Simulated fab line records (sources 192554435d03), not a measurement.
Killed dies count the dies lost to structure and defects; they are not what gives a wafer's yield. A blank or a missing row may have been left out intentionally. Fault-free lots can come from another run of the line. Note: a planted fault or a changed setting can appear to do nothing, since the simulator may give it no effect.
Split-lot study ; flow n5-finfet ; 7 lots, 39 wafers read, on a route of 1938 steps

ON THE SPLIT
At N5_BEOL_M13_ETCH_59 (etches BARC in N2/H2, target depth 89 nm, overetch 26.7 nm, time 67.9 s), the setting time-s was moved away from the recipe's 67.9 s on 12 of the 39 wafers read, by -45.9% to +44.5%. The other wafers ran this setting at the recipe's value.

FROM THE SPLIT TO THE READING: what the file shows between them, 5 steps
- N5_BEOL_M13_VIA_ETCH_16: etches SiOC in C4F8/O2/Ar, target depth 921.7 nm
- N5_BEOL_M13_STRIP_63: strips in N2/H2
- N5_BEOL_M13_STRIP_64: strips in N2/H2
- N5_BEOL_M13_STRIP_71: strips in post etch residue remover, time 60 s
- N5_BEOL_M13_SRD_72: time 30 s, dry time 30 s

THE READING
cd-nm, in nm, at N5_BEOL_M13_CD_MEAS_17 (target cd 190 nm). On this fab line, fault-free wafers typically give 190.1 nm with a standard deviation of 1.6 nm.

wafer;tool, chamber at the split;time-s as run, s;against the recipe;cd-nm, nm;against lot-mates on the recipe
L074.1;rie-diel-03, 1;96.55;+42.2%;198.5;+6.3
L074.2;rie-diel-03, 0;67.9;recipe;191.1;-
L074.3;rie-diel-03, 2;96.55;+42.2%;199.1;+6.9
L074.4;rie-diel-03, 3;67.9;recipe;192.2;-
L074.5;rie-diel-03, 0;96.55;+42.2%;196.5;+4.3
L074.6;rie-diel-03, 1;67.9;recipe;193.4;-
L080.1;rie-diel-03, 3;67.9;recipe;191.0;-
L080.2;rie-diel-03, 0;67.9;recipe;190.0;-
L080.3;rie-diel-03, 1;67.9;recipe;192.2;-
L080.4;rie-diel-03, 2;67.9;recipe;191.3;-
L080.5;rie-diel-03, 3;67.9;recipe;189.8;-
L080.6;rie-diel-03, 0;67.9;recipe;191.3;-
L085.1;rie-diel-02, 3;67.9;recipe;191.5;-
L085.2;rie-diel-02, 1;67.9;recipe;189.1;-
L085.3;rie-diel-02, 2;67.9;recipe;190.3;-
L088.1;rie-diel-03, 2;67.9;recipe;192.6;-
L088.2;rie-diel-03, 1;67.9;recipe;192.0;-
L088.3;rie-diel-03, 3;98.14;+44.5%;197.4;+5.2
L088.4;rie-diel-03, 2;98.14;+44.5%;197.3;+5.1
L088.5;rie-diel-03, 1;98.14;+44.5%;198.2;+6.0
L088.6;rie-diel-03, 3;67.9;recipe;192.1;-
L087.1;rie-diel-03, 3;67.9;recipe;192.4;-
L087.2;rie-diel-03, 2;36.74;-45.9%;184.5;-6.2
L087.3;rie-diel-03, 1;67.9;recipe;190.4;-
L087.4;rie-diel-03, 0;36.74;-45.9%;185.0;-5.7
L087.5;rie-diel-03, 0;36.74;-45.9%;184.3;-6.4
L087.6;rie-diel-03, 3;67.9;recipe;189.3;-
L089.1;rie-diel-03, 2;51.2;-24.6%;187.1;-2.8
L089.2;rie-diel-03, 3;51.2;-24.6%;185.9;-4.0
L089.3;rie-diel-03, 0;67.9;recipe;189.7;-
L089.4;rie-diel-03, 1;67.9;recipe;190.0;-
L089.5;rie-diel-03, 1;51.2;-24.6%;187.5;-2.4
L089.6;rie-diel-03, 2;67.9;recipe;190.0;-
L093.1;rie-diel-02, 1;67.9;recipe;190.3;-
L093.2;rie-diel-02, 2;67.9;recipe;190.9;-
L093.3;rie-diel-02, 0;67.9;recipe;192.4;-
L093.4;rie-diel-02, 1;67.9;recipe;189.4;-
L093.5;rie-diel-02, 2;67.9;recipe;189.8;-
L093.6;rie-diel-02, 0;67.9;recipe;192.2;-

FIT RESULTS
A straight line over all 39 wafers: cd-nm changes by +0.153 nm for each +1% of time-s; r = +0.95; the points scatter about the line by 1.1 nm.
The same after taking each lot's own level away (the mean of its wafers on the recipe; 39 wafers): +0.13 nm for each +1%; r = +0.96; scatter 0.89 nm.
On that fit, the largest move of time-s shifts the reading by 6 nm.
From 189.90 to 192.23 nm: that is the span of the lots' own levels, equal to 1.5 times the standard deviation above.
Thus the slope moves with the lot-to-lot level: the two fits are different.
Check: -5.93 nm against its lot-mates is what the line predicts for one of the wafers moved furthest among these (-45.9%) when that wafer is left out of the fit. It came out at -6.2 nm against them.

THESE WAFERS: OTHER SPLITS
Other splits were also applied to these wafers ahead of the reading. Each is held against what the fit with the lots' levels taken away leaves over:
other split on the same wafers;wafers away from the commonest value;r with cd-nm (lot level and that fit taken away)
N5_BEOL_M11_TRENCH_ETCH_37 time-s;18;+0.12

THE WHOLE CHAIN: every reading that the file lists as answering this split, in the file's order
step;what it does;reading;change (the file's fit);r (the file's)
N5_BEOL_M13_ETCH_59;etches BARC in N2/H2, target depth 89 nm, overetch 26.7 nm, time 67.9 s;etch.depth-nm (the simulator's own value, which no gauge read);not straight: 63.01 at the lowest setting, 88.99 at the recipe, 89.07 at the highest;not given
N5_BEOL_M13_ETCH_59;etches BARC in N2/H2, target depth 89 nm, overetch 26.7 nm, time 67.9 s;coat_of_BEOL_M13_COAT_04.thk-nm (the simulator's own value, which no gauge read);-0.643 nm for each +1% of the setting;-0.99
N5_BEOL_M13_VIA_ETCH_16;etches SiOC in C4F8/O2/Ar, target depth 921.7 nm;coat_of_BEOL_M13_COAT_04.thk-nm (the simulator's own value, which no gauge read);-0.69 nm for each +1% of the setting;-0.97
N5_BEOL_M13_STRIP_63;strips in N2/H2;strip-time-to-endpoint-s;withheld for each +1% of the setting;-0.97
N5_BEOL_M13_CD_MEAS_17;target cd 190 nm;cd-nm;+0.129 nm for each +1% of the setting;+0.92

FILE'S OWN FIT
cd-nm changes by +0.129 nm for each +1% of time-s, r = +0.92.
